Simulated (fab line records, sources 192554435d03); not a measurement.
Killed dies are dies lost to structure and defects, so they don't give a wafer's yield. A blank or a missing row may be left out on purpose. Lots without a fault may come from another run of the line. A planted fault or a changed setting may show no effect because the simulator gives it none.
Which tool did it? | flow n5_finfet | 23 lots, 69 wafers sampled, at 6 steps of a route of 1938

WHAT THE GAUGES READ, wafer by wafer
The record holds no reading of a measuring or inspecting step that can be judged against a usual standard deviation.

WHICH TOOL RAN EACH LOT (tool, then ch and the chambers of the sampled wafers, then the start)
lot  | N5_BEOL_M0_CUTY_ETCH_63            | N5_BEOL_M0_STRIP_104               | N5_BEOL_M0_SPUTTER_116       | N5_BEOL_M0_ANNEAL_135        | N5_BEOL_M1_ILD_DEP_00           | N5_BEOL_M1_STRIP_97
L074 | rie_diel-06 ch 1,3, day 5 20:08    | rie_diel-06 ch 0,2, day 5 22:19    | pvd_sputter-02, day 6 00:16  | pvd_sputter-02, day 6 00:35  | pecvd-01 ch 0,1,2, day 6 01:59  | rie_diel-01 ch 0,3, no start
L075 | rie_diel-02 ch 0,1, day 6 01:43    | rie_diel-02 ch 2,3, day 6 02:26    | pvd_sputter-03, day 6 04:38  | pvd_sputter-03, day 6 04:57  | pecvd-04 ch 0,1,2, day 6 06:10  | rie_diel-04 ch 0,1, no start
L076 | rie_diel-05 ch 1,3, day 6 10:37    | rie_diel-06 ch 0,2,3, day 6 11:22  | pvd_sputter-03, day 6 14:18  | pvd_sputter-03, day 6 14:37  | pecvd-03 ch 0,1,2, day 6 15:59  | rie_diel-03 ch 0,2, no start
L077 | rie_diel-06 ch 1,2, day 6 14:41    | rie_diel-05 ch 0,1, day 6 15:42    | pvd_sputter-01, day 6 17:32  | pvd_sputter-01, day 6 17:52  | pecvd-03 ch 0,2, day 6 19:11    | rie_diel-01 ch 0,2,3, no start
L079 | rie_diel-05 ch 0,1,2, day 7 03:18  | rie_diel-05 ch 1,2,3, day 7 03:44  | pvd_sputter-03, day 7 06:19  | pvd_sputter-03, day 7 06:38  | pecvd-03 ch 0,1, day 7 07:47    | rie_diel-03 ch 2,3, no start
L078 | rie_diel-06 ch 0,1,3, day 7 03:59  | rie_diel-02 ch 0,1,2, day 7 06:41  | pvd_sputter-01, day 7 09:08  | pvd_sputter-01, day 7 09:28  | pecvd-04 ch 2, day 7 10:37      | rie_diel-01 ch 2,3, no start
L080 | rie_diel-02 ch 0,1,3, day 7 07:55  | rie_diel-02 ch 0,2, day 7 10:21    | pvd_sputter-02, day 7 13:24  | pvd_sputter-02, day 7 13:43  | pecvd-01 ch 1,2, day 7 14:56    | rie_diel-01 ch 1,3, no start
L081 | rie_diel-05 ch 1,3, day 7 10:31    | rie_diel-06 ch 0,1,2, day 7 13:26  | pvd_sputter-02, day 7 14:59  | pvd_sputter-02, day 7 15:18  | pecvd-01 ch 0,2, day 7 16:32    | rie_diel-01 ch 1,3, no start
L082 | rie_diel-02 ch 0,1,3, day 8 03:16  | rie_diel-05 ch 2,3, day 8 04:12    | pvd_sputter-02, day 8 07:05  | pvd_sputter-02, day 8 07:25  | pecvd-03 ch 1,2, day 8 09:20    | rie_diel-01 ch 1,3, no start
L083 | rie_diel-02 ch 0,1,3, day 8 08:26  | rie_diel-02 ch 2,3, day 8 09:02    | pvd_sputter-02, day 8 14:40  | pvd_sputter-02, day 8 14:59  | pecvd-03 ch 0,1,2, day 8 16:20  | rie_diel-01 ch 0,1,3, no start
L085 | rie_diel-05 ch 0,2,3, day 8 23:54  | rie_diel-06 ch 0,2,3, day 9 01:31  | pvd_sputter-03, day 9 03:36  | pvd_sputter-03, day 9 03:55  | pecvd-04 ch 1,2, day 9 05:36    | rie_diel-01 ch 2,3, no start
L086 | rie_diel-06 ch 0,1,3, day 9 02:57  | rie_diel-05 ch 0,1,3, day 9 05:28  | pvd_sputter-03, day 9 08:13  | pvd_sputter-03, day 9 08:32  | pecvd-04 ch 0,1,2, day 9 09:46  | rie_diel-03 ch 1,2,3, no start
L087 | rie_diel-05 ch 1,2,3, day 9 05:38  | rie_diel-06 ch 1,3, day 9 10:46    | pvd_sputter-03, day 9 12:56  | pvd_sputter-03, day 9 13:16  | pecvd-04 ch 0,1, day 9 14:26    | rie_diel-01 ch 2,3, no start
L088 | rie_diel-05 ch 1,2, day 9 09:49    | rie_diel-05 ch 0,1,3, day 9 10:46  | pvd_sputter-01, day 9 12:17  | pvd_sputter-01, day 9 12:36  | pecvd-01 ch 1,2, day 9 13:45    | rie_diel-03 ch 1,2,3, no start
L089 | rie_diel-02 ch 0,2, day 9 14:35    | rie_diel-02 ch 0,3, day 9 17:46    | pvd_sputter-03, day 9 20:35  | pvd_sputter-03, day 9 20:54  | pecvd-04 ch 0,1, day 9 22:36    | rie_diel-04 ch 0,2,3, no start
L090 | rie_diel-02 ch 0,1,3, day 9 16:36  | rie_diel-02 ch 0,1, day 9 17:42    | pvd_sputter-03, day 9 19:56  | pvd_sputter-03, day 9 20:16  | pecvd-03 ch 0,1,2, day 9 21:42  | rie_diel-04 ch 0,1,2, no start
L091 | rie_diel-06 ch 1,2,3, day 10 01:05 | rie_diel-05 ch 0,3, day 10 03:52   | pvd_sputter-01, day 10 05:26 | pvd_sputter-01, day 10 05:46 | pecvd-03 ch 0,2, day 10 06:55   | rie_diel-04 ch 0,1,2, no start
L092 | rie_diel-02 ch 1,2, day 10 05:53   | rie_diel-05 ch 0,2, day 10 06:46   | pvd_sputter-03, day 10 08:32 | pvd_sputter-03, day 10 08:52 | pecvd-04 ch 0,1, day 10 10:17   | rie_diel-01 ch 1,2,3, no start
L093 | rie_diel-06 ch 0,1,2, day 10 17:51 | rie_diel-05 ch 0,1,2, day 10 21:14 | pvd_sputter-01, day 10 23:19 | pvd_sputter-01, day 10 23:38 | pecvd-03 ch 0,1,2, day 11 00:47 | rie_diel-01 ch 0,1,3, no start
L094 | rie_diel-02 ch 0,2, day 10 19:10   | rie_diel-05 ch 0,1,3, day 10 21:46 | pvd_sputter-01, day 10 23:56 | pvd_sputter-01, day 11 00:15 | pecvd-03 ch 0,1,2, day 11 01:33 | rie_diel-03 ch 0,1,3, no start
L095 | rie_diel-02 ch 0,1,3, day 11 07:29 | rie_diel-02 ch 0,1,3, day 11 11:53 | pvd_sputter-01, day 11 13:39 | pvd_sputter-01, day 11 13:58 | pecvd-01 ch 1,2, day 11 15:29   | rie_diel-01 ch 0,1,3, no start
L096 | rie_diel-06 ch 2,3, day 11 08:24   | rie_diel-05 ch 0,3, day 11 17:22   | pvd_sputter-02, day 11 19:22 | pvd_sputter-02, day 11 19:41 | pecvd-03 ch 0,1, day 11 20:51   | rie_diel-03 ch 0,2, no start
L097 | rie_diel-05 ch 0,2,3, day 11 17:39 | rie_diel-06 ch 1,2, day 11 20:39   | pvd_sputter-01, day 11 22:23 | pvd_sputter-01, day 11 22:42 | pecvd-03 ch 0,1, day 11 23:51   | rie_diel-03 ch 0,1,2, no start
- N5_BEOL_M0_CUTY_ETCH_63: etches SOC in N2/H2, target depth 82.7 nm, overetch 16.5 nm, time 124 s.
- N5_BEOL_M0_STRIP_104: strips in N2/H2.
- N5_BEOL_M0_SPUTTER_116: material Cu, target thk 4 nm, time 7.37 s.
- N5_BEOL_M0_ANNEAL_135: time 60 s.
- N5_BEOL_M1_ILD_DEP_00: deposits SiOC from DEMS/O2, target thk 79 nm, time 15.3 s.
- N5_BEOL_M1_STRIP_97: strips in N2/H2, time 10 s.

WHAT THE TOOLS THEMSELVES READ (means of the sampled wafers that have a number; where no wafer has one, the mark that the record gives instead)
N5_BEOL_M0_CUTY_ETCH_63. Usual: drypump_motor_current_A 5.8 A, standard deviation 0.49; n2_flow_sccm 200.0 sccm, standard deviation 0.59; oes_product_au 0.65 a.u., standard deviation 0.073; rf_vpp_V 524.9 V, standard deviation 2.8; showerhead_plenum_p_Torr 2.58 Torr, standard deviation 0.096; throttle_valve_pct 17.85 %, standard deviation 0.29.
lot  | tool        | drypump_motor_current_A (A) | n2_flow_sccm (sccm) | oes_product_au (a.u.) | rf_vpp_V (V) | showerhead_plenum_p_Torr (Torr) | throttle_valve_pct (%) | flag
L074 | rie_diel-06 | 5.8                         | 199.7               | 0.63                  | 523.2        | 2.51                            | 18.21                  |
L075 | rie_diel-02 | 6.5                         | 199.8               | 0.66                  | 526.6        | 2.64                            | 17.55                  |
L076 | rie_diel-05 | 5.1                         | 199.7               | 0.66                  | 524.3        | 2.61                            | 18.01                  |
L077 | rie_diel-06 | 5.6                         | 200.2               | 0.57                  | 520.2        | 2.42                            | 18.38                  |
L079 | rie_diel-05 | 5.6                         | 199.8               | 0.74                  | 525.4        | 2.60                            | 17.69                  |
L078 | rie_diel-06 | 5.8                         | 199.7               | 0.62                  | 523.7        | 2.55                            | 18.15                  |
L080 | rie_diel-02 | 6.2                         | 199.3               | 0.62                  | 525.9        | 2.58                            | 17.67                  |
L081 | rie_diel-05 | 5.1                         | 200.7               | 0.65                  | 525.2        | 2.61                            | 18.03                  |
L082 | rie_diel-02 | 6.3                         | 199.8               | 0.62                  | 525.1        | 2.58                            | 17.68                  |
L083 | rie_diel-02 | 6.2                         | 199.8               | 0.62                  | 524.6        | 2.57                            | 17.69                  |
L085 | rie_diel-05 | 5.4                         | 200.0               | 0.68                  | 526.0        | 2.61                            | 17.67                  |
L086 | rie_diel-06 | 5.9                         | 199.9               | 0.69                  | 527.0        | 2.64                            | 18.03                  |
L087 | rie_diel-05 | 5.2                         | 199.9               | 0.66                  | 526.0        | 2.64                            | 17.88                  |
L088 | rie_diel-05 | 5.4                         | 200.0               | 0.71                  | 527.2        | 2.67                            | 17.76                  |
L089 | rie_diel-02 | 6.1                         | 200.2               | 0.60                  | 526.2        | 2.60                            | 17.76                  |
L090 | rie_diel-02 | 6.3                         | 199.6               | 0.61                  | 524.2        | 2.57                            | 17.71                  |
L091 | rie_diel-06 | 5.6                         | 200.0               | 0.68                  | 525.8        | 2.61                            | 18.01                  |
L092 | rie_diel-02 | 6.4                         | 200.4               | 0.64                  | 527.1        | 2.66                            | 17.68                  |
L093 | rie_diel-06 | 5.6                         | 199.9               | 0.63                  | 523.9        | 2.55                            | 18.22                  |
L094 | rie_diel-02 | 6.2                         | 200.1               | 0.60                  | 523.7        | 2.55                            | 17.69                  |
L095 | rie_diel-02 | 6.2                         | 200.0               | 0.68                  | 524.5        | 2.56                            | 17.58                  |
L096 | rie_diel-06 | 5.5                         | 200.3               | 0.65                  | 525.4        | 2.60                            | 17.89                  |
L097 | rie_diel-05 | 5.4                         | 200.2               | 0.65                  | 525.6        | 2.60                            | 17.71                  |

N5_BEOL_M0_STRIP_104. Usual: drypump_motor_current_A 5.7 A, standard deviation 0.48; n2_flow_sccm 200.0 sccm, standard deviation 0.59; oes_product_au 0.80 a.u., standard deviation 0.098; power_w 449.8 W, standard deviation 1.2; rf_vpp_V 59.3 V, standard deviation 1.5; showerhead_plenum_p_Torr 2.58 Torr, standard deviation 0.1; throttle_valve_pct 23.7 %, standard deviation 0.33.
lot  | tool        | drypump_motor_current_A (A) | n2_flow_sccm (sccm) | oes_product_au (a.u.) | power_w (W) | rf_vpp_V (V) | showerhead_plenum_p_Torr (Torr) | throttle_valve_pct (%) | flag
L074 | rie_diel-06 | 5.3                         | 199.8               | 0.72                  | 449.9       | 57.8         | 2.46                            | 24.0                   |
L075 | rie_diel-02 | 5.9                         | 200.3               | 0.72                  | 449.6       | 59.4         | 2.60                            | 23.6                   |
L076 | rie_diel-06 | 5.6                         | 199.5               | 0.78                  | 449.5       | 61.0         | 2.55                            | 23.9                   |
L077 | rie_diel-05 | 5.4                         | 200.1               | 0.88                  | 449.6       | 59.1         | 2.55                            | 23.8                   |
L079 | rie_diel-05 | 5.2                         | 199.4               | 0.83                  | 449.4       | 58.6         | 2.65                            | 23.7                   |
L078 | rie_diel-02 | 6.3                         | 200.4               | 0.76                  | 449.2       | 58.5         | 2.61                            | 23.5                   |
L080 | rie_diel-02 | 6.1                         | 200.3               | 0.74                  | 450.5       | 59.2         | 2.60                            | 23.5                   |
L081 | rie_diel-06 | 5.6                         | 200.8               | 0.69                  | 449.2       | 58.5         | 2.44                            | 24.2                   |
L082 | rie_diel-05 | 5.3                         | 199.7               | 0.85                  | 450.2       | 59.4         | 2.69                            | 23.4                   |
L083 | rie_diel-02 | 5.8                         | 200.3               | 0.69                  | 449.9       | 60.3         | 2.55                            | 23.7                   |
L085 | rie_diel-06 | 5.6                         | 199.5               | 0.77                  | 450.7       | 60.5         | 2.54                            | 23.9                   |
L086 | rie_diel-05 | 5.3                         | 200.3               | 0.80                  | 449.9       | 58.1         | 2.56                            | 23.7                   |
L087 | rie_diel-06 | 5.8                         | 200.7               | 0.94                  | 451.7       | 58.0         | 2.71                            | 24.0                   |
L088 | rie_diel-05 | 5.3                         | 199.9               | 0.80                  | 450.2       | 60.2         | 2.56                            | 23.7                   |
L089 | rie_diel-02 | 6.2                         | 199.9               | 0.71                  | 449.3       | 59.2         | 2.51                            | 23.4                   |
L090 | rie_diel-02 | 6.5                         | 200.2               | 0.75                  | 450.1       | 60.5         | 2.57                            | 23.3                   |
L091 | rie_diel-05 | 5.5                         | 199.7               | 0.82                  | 450.5       | 60.2         | 2.52                            | 23.5                   |
L092 | rie_diel-05 | 5.8                         | 199.5               | 0.89                  | 449.5       | 58.5         | 2.55                            | 23.4                   |
L093 | rie_diel-05 | 5.5                         | 199.3               | 0.85                  | 449.6       | 61.5         | 2.58                            | 23.6                   |
L094 | rie_diel-05 | 5.3                         | 200.1               | 0.78                  | 448.5       | 60.4         | 2.56                            | 23.7                   |
L095 | rie_diel-02 | 6.2                         | 200.4               | 0.82                  | 449.7       | 58.8         | 2.56                            | 23.3                   |
L096 | rie_diel-05 | 5.2                         | 199.7               | 0.73                  | 451.2       | 59.2         | 2.57                            | 23.6                   |
L097 | rie_diel-06 | 5.6                         | 200.0               | 0.83                  | 448.5       | 59.5         | 2.60                            | 24.2                   |

N5_BEOL_M0_SPUTTER_116. Usual: throttle_valve_pct 29.9 %, standard deviation 0.82.
lot  | tool           | throttle_valve_pct (%) | flag
L074 | pvd_sputter-02 | 28.8                   |
L075 | pvd_sputter-03 | 30.3                   |
L076 | pvd_sputter-03 | 30.4                   |
L077 | pvd_sputter-01 | 31.1                   |
L079 | pvd_sputter-03 | 30.6                   |
L078 | pvd_sputter-01 | 29.6                   |
L080 | pvd_sputter-02 | 28.9                   |
L081 | pvd_sputter-02 | 29.3                   |
L082 | pvd_sputter-02 | 28.9                   |
L083 | pvd_sputter-02 | 29.2                   |
L085 | pvd_sputter-03 | 30.0                   |
L086 | pvd_sputter-03 | 30.4                   |
L087 | pvd_sputter-03 | 30.3                   |
L088 | pvd_sputter-01 | 30.3                   |
L089 | pvd_sputter-03 | 30.2                   |
L090 | pvd_sputter-03 | 30.5                   |
L091 | pvd_sputter-01 | 29.9                   |
L092 | pvd_sputter-03 | 30.4                   |
L093 | pvd_sputter-01 | 29.3                   |
L094 | pvd_sputter-01 | 30.7                   |
L095 | pvd_sputter-01 | 30.7                   |
L096 | pvd_sputter-02 | 29.2                   |
L097 | pvd_sputter-01 | 30.3                   |

N5_BEOL_M0_ANNEAL_135. Usual: heater_power_w 787 W, standard deviation 69.
lot  | tool           | heater_power_w (W) | flag
L074 | pvd_sputter-02 | 864                |
L075 | pvd_sputter-03 | 760                |
L076 | pvd_sputter-03 | 773                |
L077 | pvd_sputter-01 | 799                |
L079 | pvd_sputter-03 | 817                |
L078 | pvd_sputter-01 | 729                |
L080 | pvd_sputter-02 | 857                |
L081 | pvd_sputter-02 | 759                |
L082 | pvd_sputter-02 | 898                |
L083 | pvd_sputter-02 | 852                |
L085 | pvd_sputter-03 | 728                |
L086 | pvd_sputter-03 | 779                |
L087 | pvd_sputter-03 | 770                |
L088 | pvd_sputter-01 | 753                |
L089 | pvd_sputter-03 | 746                |
L090 | pvd_sputter-03 | 799                |
L091 | pvd_sputter-01 | 789                |
L092 | pvd_sputter-03 | 788                |
L093 | pvd_sputter-01 | 756                |
L094 | pvd_sputter-01 | 818                |
L095 | pvd_sputter-01 | 824                |
L096 | pvd_sputter-02 | 791                |
L097 | pvd_sputter-01 | 784                |

N5_BEOL_M1_ILD_DEP_00. Usual: heater_power_w 502 W, standard deviation 110; showerhead_plenum_p_Torr 5.696 Torr, standard deviation 0.011; throttle_valve_pct 12.1 %, standard deviation 0.86.
lot  | tool     | heater_power_w (W) | showerhead_plenum_p_Torr (Torr) | throttle_valve_pct (%) | flag
L074 | pecvd-01 | 439                | 5.703                           | 12.1                   |
L075 | pecvd-04 | 615                | 5.701                           | 11.5                   |
L076 | pecvd-03 | 470                | 5.683                           | 12.5                   |
L077 | pecvd-03 | 466                | 5.699                           | 12.6                   |
L079 | pecvd-03 | 364                | 5.695                           | 13.0                   |
L078 | pecvd-04 | 593                | 5.701                           | 11.9                   |
L080 | pecvd-01 | 426                | 5.700                           | 11.1                   |
L081 | pecvd-01 | 479                | 5.692                           | 12.1                   |
L082 | pecvd-03 | 518                | 5.700                           | 12.4                   |
L083 | pecvd-03 | 463                | 5.703                           | 12.8                   |
L085 | pecvd-04 | 639                | 5.692                           | 11.6                   |
L086 | pecvd-04 | 571                | 5.700                           | 11.4                   |
L087 | pecvd-04 | 630                | 5.694                           | 11.2                   |
L088 | pecvd-01 | 419                | 5.701                           | 11.8                   |
L089 | pecvd-04 | 628                | 5.703                           | 11.2                   |
L090 | pecvd-03 | 456                | 5.693                           | 12.7                   |
L091 | pecvd-03 | 440                | 5.698                           | 12.6                   |
L092 | pecvd-04 | 607                | 5.684                           | 11.4                   |
L093 | pecvd-03 | 451                | 5.703                           | 12.7                   |
L094 | pecvd-03 | 447                | 5.693                           | 12.7                   |
L095 | pecvd-01 | 427                | 5.697                           | 11.8                   |
L096 | pecvd-03 | 418                | 5.698                           | 13.3                   |
L097 | pecvd-03 | 398                | 5.696                           | 12.9                   |

N5_BEOL_M1_STRIP_97. Usual: drypump_motor_current_A 5.8 A, standard deviation 0.62; n2_flow_sccm 200.0 sccm, standard deviation 0.61; oes_product_au 0.82 a.u., standard deviation 0.11; rf_vpp_V 59.2 V, standard deviation 0.92; showerhead_plenum_p_Torr 2.56 Torr, standard deviation 0.1; throttle_valve_pct 23.55 %, standard deviation 0.28.
lot  | tool        | drypump_motor_current_A (A) | n2_flow_sccm (sccm) | oes_product_au (a.u.) | rf_vpp_V (V) | showerhead_plenum_p_Torr (Torr) | throttle_valve_pct (%) | flag
L074 | rie_diel-01 | 6.0                         | 199.6               | 0.94                  | 59.1         | 2.63                            | 23.28                  |
L075 | rie_diel-04 | 5.4                         | 199.5               | 0.72                  | 59.5         | 2.61                            | 23.75                  |
L076 | rie_diel-03 | 5.3                         | 199.4               | 0.74                  | 57.8         | 2.46                            | 23.57                  |
L077 | rie_diel-01 | 6.2                         | 200.8               | 0.81                  | 58.9         | 2.55                            | 23.56                  |
L079 | rie_diel-03 | 6.1                         | 200.0               | 0.89                  | 59.9         | 2.64                            | 23.51                  |
L078 | rie_diel-01 | 6.5                         | 199.6               | 0.71                  | 59.1         | 2.48                            | 23.84                  |
L080 | rie_diel-01 | 5.2                         | 200.0               | 0.93                  | 59.4         | 2.56                            | 23.54                  |
L081 | rie_diel-01 | 5.2                         | 200.0               | 0.91                  | 58.9         | 2.56                            | 23.54                  |
L082 | rie_diel-01 | 5.7                         | 200.3               | 0.84                  | 59.2         | 2.50                            | 23.48                  |
L083 | rie_diel-01 | 5.6                         | 199.8               | 0.88                  | 58.8         | 2.58                            | 23.43                  |
L085 | rie_diel-01 | 6.4                         | 200.3               | 0.84                  | 58.9         | 2.46                            | 23.53                  |
L086 | rie_diel-03 | 6.0                         | 200.1               | 0.79                  | 59.7         | 2.62                            | 23.63                  |
L087 | rie_diel-01 | 6.5                         | 200.2               | 0.89                  | 59.3         | 2.48                            | 23.64                  |
L088 | rie_diel-03 | 6.0                         | 199.8               | 0.78                  | 59.4         | 2.62                            | 23.63                  |
L089 | rie_diel-04 | 6.1                         | 201.0               | 0.70                  | 58.7         | 2.51                            | 23.67                  |
L090 | rie_diel-04 | 5.7                         | 199.7               | 0.80                  | 59.3         | 2.57                            | 23.74                  |
L091 | rie_diel-04 | 5.6                         | 199.9               | 0.79                  | 59.0         | 2.57                            | 23.74                  |
L092 | rie_diel-01 | 5.8                         | 200.3               | 0.88                  | 59.2         | 2.51                            | 23.61                  |
L093 | rie_diel-01 | 5.6                         | 199.5               | 0.86                  | 59.2         | 2.58                            | 23.46                  |
L094 | rie_diel-03 | 5.9                         | 200.2               | 0.77                  | 60.2         | 2.58                            | 23.42                  |
L095 | rie_diel-01 | 5.6                         | 199.4               | 0.85                  | 59.8         | 2.58                            | 23.45                  |
L096 | rie_diel-03 | 5.2                         | 199.5               | 0.71                  | 58.2         | 2.45                            | 23.63                  |
L097 | rie_diel-03 | 5.6                         | 199.7               | 0.71                  | 59.2         | 2.52                            | 23.70                  |

THE ANSWER, worked out from the rows above alone
Rule: a lot is off if the mean of its wafers that have a number lies more than 3 standard deviations from the usual mean. A lot without any number at a reading at which 4 lots or more have one is off too. The other lots that the step has rows for count as sound. The gauges are gone through in route order, then the tools' own readings, and for those a lot's mean is taken as printed above. The first step at which some lot is off is used, and at that step the reading that is off furthest; a lot without a number counts as furthest.
No lot is off at any reading shown: from this, nothing can be told.

WHAT THE SIMULATOR HAD PUT IN
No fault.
